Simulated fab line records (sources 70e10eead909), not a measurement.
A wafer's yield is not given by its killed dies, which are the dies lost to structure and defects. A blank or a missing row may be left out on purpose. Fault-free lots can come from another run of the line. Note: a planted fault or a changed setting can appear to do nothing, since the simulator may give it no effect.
fab line records -- flow nand-harc -- part 1 of 2: steps 1 to 4 of 6
record lots=23, wafers=69, last-day=25
route steps=1159 shown A_CONTACT@882
lots that met no fault: taken from a fault-free run of the same line
start-h: hours from the record's first day to the start of the lot's first wafer shown -- wait-h: hours elapsed since this lot's preceding step -- " same as the row above -- L1.1+2: a single row standing in for several wafers -- - either no value or no given start -- * or withheld: withheld -- < > ~ a bound
route shown NAME@n: names a module that has steps shown in the file, with the first one's number in the route -- usual: mean/standard deviation taken from wafers without a fault -- same: alike in all rows -- chamber/n: place in a boat -- sites: per-site readings -- _std_site: the values' standard deviation -- _edge_site: outer sites' mean less inner sites' -- radius-mm: for every site, how far away it sits from the centre of the wafer -- mask NAME#n: copy n -- behind: the tool/chamber that last shaped the wafer -- hold: reason for holding the lot/hours on hold/outcome of the hold -- device: names the non-switching transistor (n, p or np) -- end of line: the tests these same wafers got at the end of their route -- where a step has no rows: the recipe by itself -- killed: dies that structure and defects cost at the first sort, which is not the same as the wafer's yield -- map: a wafer's dies, marking killed ones x, the rest . and places with no die _
set.NAME: setting as actually run; set.NAME@STEP: the setting as run at that earlier step -- model.NAME: the simulator's own value behind a step, which no gauge read
route steps across a sampled set of lots; one table per step, one row per wafer
services: a tool's chamber out of use, with start hour (start-h, from the record's first day; less than 0 if before it), hours out, and reason
## steps
# step NHARC_A_CONTACT_STRIP_55
# recipe o2-flow-sccm=500, ar-flow-sccm=0, bias-w=0, chemistry=O2
# usual drypump-motor-current-A=5.6/0.42, oes-product-au=1.002/0.014, rf-vpp-V=57.5/0.89, showerhead-plenum-p-Torr=3.45/0.15, throttle-valve-pct=17.036/0.0091
lot.wafer,tool,chamber,start-h,wait-h,drypump-motor-current-A,oes-product-au,rf-hours-counter-h,rf-vpp-V,showerhead-plenum-p-Torr,throttle-valve-pct
L074.3,rie-diel-05,2,-,-,5.6,0.991,3,57.2,3.40,17.036
L074.2,rie-diel-05,0,-,-,5.6,1.015,3,57.4,3.32,17.032
L074.4,rie-diel-05,1,-,-,5.4,1.009,3,56.1,3.42,17.030
L077.3,rie-diel-11,3,-,-,5.5,1.010,1,57.2,3.35,17.030
L077.1,rie-diel-11,0,-,-,6.0,1.005,2,58.3,3.58,17.020
L077.5,rie-diel-11,0,-,-,6.0,1.001,-,58.7,3.58,17.039
L075.4,rie-diel-11,2,-,-,5.1,0.994,2,57.1,3.37,17.049
L075.3,rie-diel-11,3,-,-,5.5,1.007,1,55.5,3.35,17.046
L075.1,rie-diel-11,0,-,-,6.0,0.992,2,56.5,3.58,17.023
L076.3,rie-diel-05,3,-,-,5.6,1.011,10,57.7,3.39,17.026
L076.1,rie-diel-05,0,-,-,5.6,1.003,10,57.0,3.31,17.017
L076.6,rie-diel-05,2,-,-,5.6,0.978,-,57.8,3.39,17.041
L079.4,rie-diel-05,3,-,-,5.5,1.021,10,57.4,3.39,17.034
L079.1,rie-diel-05,2,-,-,5.7,0.978,10,56.7,3.39,17.030
L079.5,rie-diel-05,0,-,-,5.6,0.994,-,58.4,3.31,17.053
L078.2,rie-diel-11,1,-,-,5.1,0.991,6,57.4,3.32,17.038
L078.5,rie-diel-11,2,-,-,5.1,0.996,-,58.2,3.37,17.041
L078.6,rie-diel-11,3,-,-,5.5,1.009,-,58.3,3.35,17.049
L080.2,rie-diel-07,0,-,-,5.3,1.021,57,57.3,3.28,17.042
L080.6,rie-diel-07,3,-,-,5.4,0.993,-,59.3,3.74,17.032
L080.5,rie-diel-07,0,-,-,5.3,1.022,-,56.8,3.28,17.033
L082.2,rie-diel-05,0,-,-,5.6,1.001,16,56.7,3.31,17.029
L082.1,rie-diel-05,1,-,-,5.4,0.993,13,57.8,3.41,17.048
L082.6,rie-diel-05,3,-,-,5.5,1.025,-,57.9,3.39,17.041
L083.4,rie-diel-05,3,-,-,5.5,1.024,17,55.9,3.38,17.037
L083.3,rie-diel-05,0,-,-,5.6,1.000,18,58.3,3.31,17.025
L083.5,rie-diel-05,3,-,-,5.5,1.025,-,57.8,3.39,17.052
L084.1,rie-diel-07,2,-,-,6.8,0.994,10,57.9,3.45,17.046
L084.5,rie-diel-07,2,-,-,6.7,0.986,-,57.0,3.45,17.035
L084.6,rie-diel-07,3,-,-,5.4,0.984,-,59.1,3.74,17.040
L085.4,rie-diel-11,0,-,-,6.0,1.006,22,59.3,3.57,17.037
L085.2,rie-diel-11,1,-,-,5.1,1.000,21,57.8,3.31,17.046
L085.3,rie-diel-11,3,-,-,5.5,1.015,22,55.9,3.34,17.040
L087.4,rie-diel-07,2,-,-,6.7,0.993,19,56.8,3.45,17.045
L087.3,rie-diel-07,3,-,-,5.4,0.985,18,57.9,3.73,17.038
L087.2,rie-diel-07,1,-,-,6.4,1.013,16,58.5,3.61,17.035
L086.3,rie-diel-05,2,-,-,5.6,0.982,23,57.5,3.38,17.047
L086.4,rie-diel-05,3,-,-,5.5,1.019,21,58.4,3.38,17.049
L086.6,rie-diel-05,2,-,-,5.6,0.982,-,56.9,3.38,17.048
L089.3,rie-diel-11,0,-,-,6.0,0.997,32,58.2,3.57,17.036
L089.4,rie-diel-11,1,-,-,5.1,0.989,30,57.6,3.31,17.028
L089.5,rie-diel-11,1,-,-,5.1,0.995,-,57.6,3.31,17.055
L088.2,rie-diel-07,2,-,-,6.8,0.996,20,57.3,3.45,17.039
L088.6,rie-diel-07,3,-,-,5.5,0.995,-,58.2,3.73,17.044
L088.5,rie-diel-07,0,-,-,5.3,1.021,-,58.7,3.80,17.013
L091.4,rie-diel-05,3,-,-,5.5,1.028,25,56.5,3.38,17.012
L091.3,rie-diel-05,0,-,-,5.6,1.005,26,55.5,3.31,17.046
L091.2,rie-diel-05,1,-,-,5.4,1.014,23,56.2,3.41,17.037
L090.3,rie-diel-11,2,-,-,5.1,0.997,35,57.4,3.36,17.035
L090.4,rie-diel-11,3,-,-,5.5,0.991,37,58.0,3.33,17.036
L090.1,rie-diel-11,0,-,-,6.0,0.994,37,57.8,3.56,17.036
L092.2,rie-diel-05,3,-,-,5.5,1.020,28,57.2,3.38,17.049
L092.1,rie-diel-05,0,-,-,5.6,1.009,29,57.6,3.30,17.020
L092.5,rie-diel-05,2,-,-,5.6,0.999,-,57.3,3.38,17.034
L094.3,rie-diel-07,0,-,-,5.3,1.012,25,60.0,3.79,17.050
L094.1,rie-diel-07,1,-,-,6.4,1.006,27,57.1,3.60,17.033
L094.5,rie-diel-07,0,-,-,5.3,1.012,-,57.3,3.79,17.022
L095.2,rie-diel-05,3,-,-,5.5,1.031,30,57.1,3.38,17.035
L095.6,rie-diel-05,0,-,-,5.6,1.015,-,58.7,3.30,17.050
L095.4,rie-diel-05,2,-,-,5.6,0.981,-,57.0,3.38,17.031
L096.1,rie-diel-07,1,-,-,6.4,1.021,28,57.8,3.60,17.031
L096.3,rie-diel-07,3,-,-,5.4,0.999,30,58.1,3.72,17.025
L096.5,rie-diel-07,0,-,-,5.3,1.006,-,56.2,3.79,17.039
L093.2,rie-diel-11,3,-,-,5.5,0.993,45,57.5,3.33,17.050
L093.4,rie-diel-11,0,-,-,6.0,1.006,45,57.8,3.56,17.053
L093.5,rie-diel-11,3,-,-,5.5,0.995,-,56.6,3.33,17.041
L097.4,rie-diel-11,3,-,-,5.5,1.006,45,57.6,3.33,17.031
L097.3,rie-diel-11,1,-,-,5.1,0.999,44,57.4,3.30,17.037
L097.2,rie-diel-11,2,-,-,5.1,1.017,44,57.1,3.35,17.031
# step NHARC_A_CONTACT_ETCH_78
# recipe target-depth-a=28000, over-etch-frac=0.3, time-s=728, ion-energy-ev=150, o2-flow-sccm=400, cos-flow-sccm=20, ar-flow-sccm=0, rf-w=500, bias-w=300, chemistry=O2/COS
# usual drypump-motor-current-A=5.6/0.4, oes-product-au=1.003/0.015, rf-vpp-V=312.9/1.9, showerhead-plenum-p-Torr=3.04/0.12, throttle-valve-pct=28.330/0.0092
lot.wafer,tool,chamber,start-h,wait-h,drypump-motor-current-A,oes-product-au,rf-hours-counter-h,rf-vpp-V,showerhead-plenum-p-Torr,throttle-valve-pct
L074.2,rie-diel-11,0,-,-,6.0,0.961,65,314.6,3.17,28.334
L074.4,rie-diel-11,1,-,-,5.1,0.999,69,312.0,2.94,28.342
L074.3,rie-diel-11,2,-,-,5.1,0.991,66,312.4,2.98,28.336
L077.1,rie-diel-05,3,-,-,5.5,1.015,10,312.6,3.00,28.345
L077.3,rie-diel-05,0,-,-,5.6,1.005,10,311.7,2.93,28.335
L077.5,rie-diel-05,2,-,-,5.6,0.978,-,313.3,3.00,28.330
L075.3,rie-diel-07,2,-,-,6.8,0.995,49,314.1,3.06,28.315
L075.4,rie-diel-07,3,-,-,5.4,0.998,55,318.3,3.32,28.301
L075.1,rie-diel-07,1,-,-,6.4,0.997,52,316.7,3.20,28.337
L076.1,rie-diel-07,2,-,-,6.8,1.001,51,312.8,3.06,28.336
L076.3,rie-diel-07,3,-,-,5.4,0.993,57,317.0,3.32,28.323
L076.6,rie-diel-07,2,-,-,6.7,1.006,-,313.1,3.06,28.329
L079.4,rie-diel-05,0,-,-,5.6,1.009,11,310.4,2.93,28.338
L079.1,rie-diel-05,3,-,-,5.5,1.025,11,312.7,3.00,28.320
L079.5,rie-diel-05,1,-,-,5.4,0.996,-,312.8,3.02,28.331
L078.2,rie-diel-05,3,-,-,5.5,1.027,12,311.7,3.00,28.328
L078.5,rie-diel-05,3,-,-,5.5,1.010,-,312.7,3.00,28.315
L078.6,rie-diel-05,0,-,-,5.6,0.995,-,313.1,2.93,28.332
L080.2,rie-diel-05,3,-,-,5.5,1.018,13,312.2,3.00,28.318
L080.6,rie-diel-05,0,-,-,5.6,0.990,-,311.2,2.93,28.330
L080.5,rie-diel-05,2,-,-,5.6,0.976,-,313.4,3.00,28.334
L082.1,rie-diel-05,2,-,-,5.6,0.980,18,313.3,3.00,28.330
L082.2,rie-diel-05,0,-,-,5.6,1.002,17,309.7,2.93,28.322
L082.6,rie-diel-05,2,-,-,5.6,0.978,-,312.3,3.00,28.338
L083.4,rie-diel-05,1,-,-,5.4,0.988,16,314.4,3.02,28.341
L083.3,rie-diel-05,2,-,-,5.6,0.985,19,313.3,3.00,28.328
L083.5,rie-diel-05,0,-,-,5.6,1.010,-,311.4,2.93,28.327
L084.1,rie-diel-05,1,-,-,5.4,0.988,17,311.7,3.02,28.340
L084.6,rie-diel-05,2,-,-,5.6,0.983,-,312.9,2.99,28.343
L084.5,rie-diel-05,3,-,-,5.5,1.032,-,311.1,2.99,28.323
L085.2,rie-diel-07,2,-,-,6.8,1.005,14,314.9,3.05,28.343
L085.4,rie-diel-07,3,-,-,5.4,0.997,13,316.8,3.31,28.330
L085.3,rie-diel-07,0,-,-,5.3,1.020,11,317.0,3.37,28.335
L087.3,rie-diel-05,0,-,-,5.6,1.006,22,311.6,2.92,28.312
L087.4,rie-diel-05,1,-,-,5.4,1.002,20,313.2,3.02,28.338
L087.2,rie-diel-05,2,-,-,5.6,0.978,23,313.5,2.99,28.320
L086.3,rie-diel-05,3,-,-,5.5,1.022,22,311.1,2.99,28.346
L086.4,rie-diel-05,0,-,-,5.6,1.022,23,310.3,2.92,28.340
L086.6,rie-diel-05,0,-,-,5.6,1.017,-,310.7,2.92,28.329
L089.3,rie-diel-05,2,-,-,5.6,0.990,24,312.6,2.99,28.323
L089.4,rie-diel-05,3,-,-,5.5,1.016,23,312.7,2.99,28.322
L089.5,rie-diel-05,1,-,-,5.4,1.005,-,313.6,3.02,28.313
L088.2,rie-diel-07,2,-,-,6.7,1.003,22,313.7,3.05,28.320
L088.5,rie-diel-07,2,-,-,6.7,0.997,-,312.7,3.05,28.332
L088.6,rie-diel-07,3,-,-,5.4,1.002,-,316.1,3.30,28.328
L091.3,rie-diel-05,3,-,-,5.6,1.032,27,313.0,2.99,28.331
L091.2,rie-diel-05,1,-,-,5.4,1.010,25,313.7,3.01,28.321
L091.4,rie-diel-05,0,-,-,5.6,1.009,-,311.2,2.92,28.336
L090.4,rie-diel-05,2,-,-,5.6,0.986,27,313.1,2.99,28.330
L090.3,rie-diel-05,0,-,-,5.6,1.009,29,312.3,2.92,28.330
L090.1,rie-diel-05,1,-,-,5.4,0.999,26,313.1,3.01,28.331
L092.1,rie-diel-05,3,-,-,5.5,1.024,28,312.9,2.99,28.327
L092.2,rie-diel-05,1,-,-,5.4,1.003,26,312.0,3.01,28.322
L092.5,rie-diel-05,3,-,-,5.5,1.025,-,312.9,2.99,28.336
L094.3,rie-diel-05,0,-,-,5.6,0.993,32,310.1,2.92,28.335
L094.1,rie-diel-05,3,-,-,5.5,1.024,32,312.7,2.99,28.342
L094.5,rie-diel-05,2,-,-,5.7,0.995,-,312.6,2.99,28.322
L095.4,rie-diel-11,3,-,-,5.5,1.008,43,311.5,2.94,28.320
L095.2,rie-diel-11,1,-,-,5.1,0.988,42,310.1,2.92,28.328
L095.6,rie-diel-11,3,-,-,5.5,1.000,-,311.6,2.94,28.313
L096.1,rie-diel-05,3,-,-,5.5,1.038,32,311.0,2.99,28.338
L096.3,rie-diel-05,0,-,-,5.6,0.998,33,312.1,2.92,28.335
L096.5,rie-diel-05,2,-,-,5.6,1.001,-,312.5,2.99,28.343
L093.2,rie-diel-07,1,-,-,6.4,1.014,33,314.1,3.18,28.321
L093.4,rie-diel-07,3,-,-,5.4,1.001,35,316.0,3.30,28.324
L093.5,rie-diel-07,1,-,-,6.4,1.022,-,315.2,3.19,28.339
L097.2,rie-diel-11,3,-,-,5.5,1.007,47,310.9,2.94,28.332
L097.4,rie-diel-11,1,-,-,5.1,0.994,48,311.6,2.92,28.343
L097.3,rie-diel-11,2,-,-,5.1,0.996,48,311.9,2.96,28.333
# step NHARC_A_CONTACT_ETCH_128
# recipe source-w=withheld, pressure-mtorr=20, bias-v=1200, time-s=155, target-depth-a=9560, ar-flow-sccm=withheld, c4f8-flow-sccm=withheld, o2-flow-sccm=withheld, chemistry=C4F8/O2/Ar
lot.wafer,tool,chamber,start-h,wait-h,rf-hours-counter-h
L074.2,har-cap-etch-02,0,369.08,0.1,8
L074.3,har-cap-etch-02,0,369.08,0.1,-
L074.4,har-cap-etch-02,1,369.08,0.1,-
L077.1,har-cap-etch-03,0,390.43,0.2,85
L077.3,har-cap-etch-03,1,390.43,0.2,-
L077.5,har-cap-etch-03,1,390.43,0.2,-
L075.1,har-cap-etch-02,0,390.75,0.1,13
L075.3,har-cap-etch-02,0,390.75,0.1,-
L075.4,har-cap-etch-02,1,390.75,0.1,-
L076.1,har-cap-etch-03,0,394.20,0.2,86
L076.3,har-cap-etch-03,1,394.20,0.2,-
L076.6,har-cap-etch-03,0,394.20,0.2,-
L079.1,har-cap-etch-02,0,394.89,0.1,15
L079.4,har-cap-etch-02,1,394.89,0.1,-
L079.5,har-cap-etch-02,1,394.89,0.1,-
L078.2,har-cap-etch-03,0,400.05,0.2,88
L078.5,har-cap-etch-03,0,400.05,0.2,-
L078.6,har-cap-etch-03,1,400.05,0.2,-
L080.2,har-cap-etch-03,0,405.16,0.2,89
L080.5,har-cap-etch-03,0,405.16,0.2,-
L080.6,har-cap-etch-03,1,405.16,0.2,-
L082.1,har-cap-etch-03,0,429.77,0.1,92
L082.2,har-cap-etch-03,1,429.77,0.1,92
L082.6,har-cap-etch-03,1,429.77,0.1,-
L083.4,har-cap-etch-01,1,434.95,0.2,-
L083.3,har-cap-etch-01,0,434.95,0.2,-
L083.5,har-cap-etch-01,1,434.95,0.2,-
L084.1,har-cap-etch-02,1,435.83,0.1,21
L084.5,har-cap-etch-02,1,435.83,0.1,-
L084.6,har-cap-etch-02,0,435.83,0.1,-
L085.2,har-cap-etch-02,0,445.99,0.1,22
L085.3,har-cap-etch-02,1,445.99,0.1,-
L085.4,har-cap-etch-02,0,445.99,0.1,-
L087.2,har-cap-etch-02,1,461.66,0.1,25
L087.3,har-cap-etch-02,1,461.66,0.1,-
L087.4,har-cap-etch-02,0,461.66,0.1,-
L086.3,har-cap-etch-03,1,462.76,0.1,-
L086.4,har-cap-etch-03,0,462.76,0.1,-
L086.6,har-cap-etch-03,0,462.76,0.1,-
L089.4,har-cap-etch-01,1,467.89,0.1,-
L089.3,har-cap-etch-01,0,467.89,0.1,-
L089.5,har-cap-etch-01,1,467.89,0.1,-
L088.2,har-cap-etch-03,0,468.53,0.2,100
L088.6,har-cap-etch-03,0,468.53,0.2,-
L088.5,har-cap-etch-03,1,468.53,0.2,-
L091.2,har-cap-etch-03,1,495.14,0.1,102
L091.4,har-cap-etch-03,1,495.14,0.1,-
L091.3,har-cap-etch-03,0,495.14,0.1,-
L090.1,har-cap-etch-01,0,495.52,0.1,74
L090.3,har-cap-etch-01,0,495.52,0.1,-
L090.4,har-cap-etch-01,1,495.52,0.1,-
L092.2,har-cap-etch-02,1,500.41,0.1,29
L092.1,har-cap-etch-02,0,500.41,0.1,29
L092.5,har-cap-etch-02,1,500.41,0.1,-
L094.1,har-cap-etch-03,0,510.02,0.1,106
L094.3,har-cap-etch-03,0,510.02,0.1,-
L094.5,har-cap-etch-03,0,510.02,0.1,-
L095.2,har-cap-etch-02,0,510.55,0.1,32
L095.4,har-cap-etch-02,0,510.55,0.1,-
L095.6,har-cap-etch-02,0,510.55,0.1,-
L096.1,har-cap-etch-03,0,512.01,0.1,107
L096.3,har-cap-etch-03,0,512.01,0.1,-
L096.5,har-cap-etch-03,0,512.01,0.1,-
L093.2,har-cap-etch-03,1,518.64,0.1,109
L093.4,har-cap-etch-03,0,518.64,0.1,-
L093.5,har-cap-etch-03,0,518.64,0.1,-
L097.2,har-cap-etch-02,1,521.13,0.1,35
L097.4,har-cap-etch-02,1,521.13,0.1,-
L097.3,har-cap-etch-02,0,521.13,0.1,-
# step NHARC_A_CONTACT_ETCH_91
# recipe target-depth-a=400, over-etch-frac=0.5, time-s=85.7, ion-energy-ev=120, ch3f-flow-sccm=50, o2-flow-sccm=30, ar-flow-sccm=200, rf-w=500, bias-w=100, chemistry=CH3F/O2
# usual drypump-motor-current-A=5.6/0.47, oes-product-au=0.94/0.033, rf-vpp-V=243.4/1.6, showerhead-plenum-p-Torr=2.39/0.098, throttle-valve-pct=20.664/0.0094
lot.wafer,tool,chamber,start-h,wait-h,drypump-motor-current-A,oes-product-au,rf-hours-counter-h,rf-vpp-V,showerhead-plenum-p-Torr,throttle-valve-pct
L074.3,rie-diel-05,0,370.35,0.4,5.6,0.92,6,242.5,2.31,20.658
L074.2,rie-diel-05,1,370.35,0.4,5.4,0.93,5,244.1,2.38,20.667
L074.4,rie-diel-05,3,370.35,0.4,5.5,0.94,6,242.7,2.36,20.653
L077.3,rie-diel-11,1,392.03,0.5,5.1,0.93,6,242.4,2.31,20.669
L077.1,rie-diel-11,2,392.03,0.5,5.1,0.92,5,242.1,2.35,20.669
L077.5,rie-diel-11,3,392.03,0.5,5.5,0.94,-,241.4,2.33,20.670
L075.3,rie-diel-11,1,392.09,0.5,5.1,0.93,6,242.0,2.31,20.656
L075.4,rie-diel-11,2,392.09,0.5,5.1,0.93,5,243.7,2.35,20.662
L075.1,rie-diel-11,3,392.09,0.5,5.5,0.94,4,241.7,2.33,20.662
L076.3,rie-diel-07,1,395.79,0.4,6.4,0.94,55,245.7,2.52,20.673
L076.1,rie-diel-07,0,395.79,0.4,5.3,0.95,55,241.9,2.28,20.667
L076.6,rie-diel-07,1,395.79,0.4,6.4,0.93,-,244.5,2.52,20.658
L079.1,rie-diel-07,1,396.22,0.6,6.4,0.92,55,244.5,2.52,20.665
L079.4,rie-diel-07,3,396.22,0.6,5.4,0.91,60,245.7,2.61,20.678
L079.5,rie-diel-07,1,396.22,0.6,6.4,0.91,-,245.2,2.52,20.660
L078.2,rie-diel-05,3,401.65,0.6,5.5,0.94,13,241.9,2.36,20.665
L078.5,rie-diel-05,3,401.65,0.6,5.5,0.94,-,243.6,2.36,20.646
L078.6,rie-diel-05,0,401.65,0.6,5.6,0.92,-,242.3,2.30,20.651
L080.2,rie-diel-11,1,406.79,0.6,5.1,1.00,11,242.7,2.31,20.661
L080.5,rie-diel-11,3,406.79,0.6,5.4,1.02,-,242.0,2.33,20.659
L080.6,rie-diel-11,0,406.79,0.6,6.0,1.01,-,245.6,2.50,20.676
L082.2,rie-diel-05,3,431.04,0.5,5.5,0.94,17,242.0,2.36,20.663
L082.1,rie-diel-05,2,431.04,0.5,5.6,0.91,19,242.0,2.36,20.661
L082.6,rie-diel-05,3,431.04,0.5,5.5,0.95,-,242.8,2.36,20.659
L083.3,rie-diel-11,3,436.53,0.4,5.5,1.02,22,242.4,2.32,20.675
L083.4,rie-diel-11,0,436.53,0.4,6.0,1.00,22,246.1,2.49,20.669
L083.5,rie-diel-11,2,436.53,0.4,5.1,1.03,-,243.1,2.34,20.670
L084.1,rie-diel-05,2,437.14,0.6,5.6,0.91,21,242.9,2.36,20.670
L084.6,rie-diel-05,3,437.14,0.6,5.5,0.95,-,241.1,2.35,20.664
L084.5,rie-diel-05,0,437.14,0.6,5.6,0.95,-,242.4,2.30,20.681
L085.3,rie-diel-05,1,447.24,0.4,5.4,1.01,18,243.8,2.37,20.666
L085.4,rie-diel-05,2,447.24,0.4,5.6,0.98,22,244.6,2.36,20.669
L085.2,rie-diel-05,3,447.24,0.4,5.5,1.03,20,241.7,2.35,20.659
L087.2,rie-diel-07,2,462.94,0.5,6.8,0.92,20,243.6,2.40,20.664
L087.3,rie-diel-07,3,462.94,0.5,5.4,0.92,20,246.4,2.60,20.665
L087.4,rie-diel-07,1,462.94,0.5,6.3,0.93,17,245.5,2.52,20.669
L086.4,rie-diel-07,0,464.01,0.4,5.3,0.95,16,245.7,2.65,20.668
L086.3,rie-diel-07,1,464.01,0.4,6.4,0.93,17,244.4,2.52,20.655
L086.6,rie-diel-07,3,464.01,0.4,5.4,0.92,-,245.3,2.60,20.680
L089.3,rie-diel-11,1,469.12,0.4,5.1,0.93,33,242.7,2.30,20.673
L089.4,rie-diel-11,0,469.12,0.4,6.0,0.93,35,244.1,2.49,20.661
L089.5,rie-diel-11,1,469.12,0.4,5.1,0.92,-,241.6,2.30,20.649
L088.2,rie-diel-11,3,470.14,0.6,5.5,0.94,35,242.5,2.32,20.672
L088.5,rie-diel-11,3,470.14,0.6,5.5,0.93,-,241.9,2.32,20.664
L088.6,rie-diel-11,0,470.14,0.6,6.0,0.92,-,246.0,2.49,20.650
L091.3,rie-diel-11,2,496.42,0.4,5.1,0.93,37,244.3,2.33,20.657
L091.4,rie-diel-11,3,496.42,0.4,5.5,0.92,39,242.4,2.32,20.672
L091.2,rie-diel-11,1,496.42,0.4,5.1,0.92,36,240.5,2.30,20.670
L090.4,rie-diel-07,0,496.79,0.4,5.3,0.95,23,247.6,2.65,20.654
L090.1,rie-diel-07,1,496.79,0.4,6.4,0.95,25,245.5,2.51,20.658
L090.3,rie-diel-07,3,496.79,0.4,5.4,0.92,26,247.6,2.60,20.665
L092.1,rie-diel-05,2,501.69,0.5,5.6,0.91,28,243.5,2.35,20.667
L092.2,rie-diel-05,3,501.69,0.5,5.5,0.94,29,243.0,2.35,20.669
L092.5,rie-diel-05,0,501.69,0.5,5.6,0.93,-,242.1,2.30,20.647
L094.1,rie-diel-05,3,511.31,0.5,5.5,0.95,33,241.8,2.35,20.660
L094.3,rie-diel-05,1,511.31,0.5,5.4,1.01,27,242.2,2.37,20.656
L094.5,rie-diel-05,2,511.31,0.5,5.6,0.92,-,243.4,2.35,20.648
L095.4,rie-diel-05,3,511.85,0.4,5.5,0.95,33,242.8,2.35,20.680
L095.2,rie-diel-05,0,511.85,0.4,5.6,0.92,33,243.5,2.30,20.649
L095.6,rie-diel-05,1,511.85,0.4,5.4,1.00,-,243.8,2.37,20.653
L096.3,rie-diel-05,3,513.29,0.4,5.5,0.96,33,244.0,2.35,20.662
L096.1,rie-diel-05,0,513.29,0.4,5.6,0.93,33,241.5,2.30,20.654
L096.5,rie-diel-05,3,513.29,0.4,5.5,0.95,-,242.7,2.35,20.671
L093.2,rie-diel-11,1,519.89,0.5,5.2,0.93,48,241.7,2.29,20.676
L093.4,rie-diel-11,2,519.89,0.5,5.1,0.94,48,243.4,2.33,20.678
L093.5,rie-diel-11,1,519.89,0.5,5.1,0.92,-,241.8,2.29,20.658
L097.4,rie-diel-07,2,522.59,0.6,6.7,0.93,40,242.1,2.39,20.661
L097.3,rie-diel-07,3,522.59,0.6,5.4,0.93,38,246.4,2.60,20.667
L097.2,rie-diel-07,0,522.59,0.6,5.3,0.93,35,246.6,2.65,20.653
